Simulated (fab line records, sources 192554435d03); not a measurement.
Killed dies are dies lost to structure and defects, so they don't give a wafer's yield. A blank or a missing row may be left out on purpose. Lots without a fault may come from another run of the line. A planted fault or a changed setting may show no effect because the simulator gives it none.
Chamber matching | flow n5_finfet | N5_BEOL_M0_SAQP_MANDREL_ETCH_20 on rie_si-03: 4 sister chambers
The step etches a-Si in HBr/Cl2, stops on SiNx, target depth 60 nm, bt time 10 s, time 30 s. 4 wafers are shown with their chamber, then 12 later ones without.

WAFERS WITH THEIR CHAMBER
wafer  | chamber | throttle_valve_pct (%)
L084.1 | 3       | 35.58
L088.2 | 2       | 35.03
L088.3 | 1       | 35.16
L088.5 | 0       | 35.62

WAFERS WITHOUT THEIR CHAMBER
wafer  | throttle_valve_pct (%)
L089.1 | 35.05
L089.2 | 35.14
L089.4 | 35.54
L093.1 | 35.62
L093.4 | 35.56
L093.6 | 35.01
L095.1 | 35.15
L095.2 | 35.56
L095.3 | 35.62
L097.1 | 35.03
L097.3 | 35.60
L097.6 | 35.02

WHICH CHAMBER EACH WENT THROUGH
wafer  | from the rows above     | in truth
L089.1 | 2                       | 2
L089.2 | 1                       | 1
L089.4 | 3                       | 3
L093.1 | 0                       | 0
L093.4 | 3                       | 3
L093.6 | 2                       | 2
L095.1 | 1                       | 1
L095.2 | 3                       | 3
L095.3 | 0                       | 0
L097.1 | 2                       | 2
L097.3 | can't be placed: 0 or 3 | 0
L097.6 | 2                       | 2
Placed correctly: 11 of 12. Can't be placed from these rows: 1 (the true chamber is among the candidates in 1). Placed wrongly: 0.
How it was worked out, from the rows above alone: a wafer's distance from a chamber is the root of the sum, over the readings, of the square of ((its reading less the chamber's mean) divided by the reading's scatter). The wafer belongs to the nearest chamber; if the next one is less than 2 further off, it can't be placed. A chamber's mean is the mean of its shown wafers. The scatter: with one shown wafer a chamber, the root of the mean of the squares of how far each hidden wafer lies from its nearest shown one.
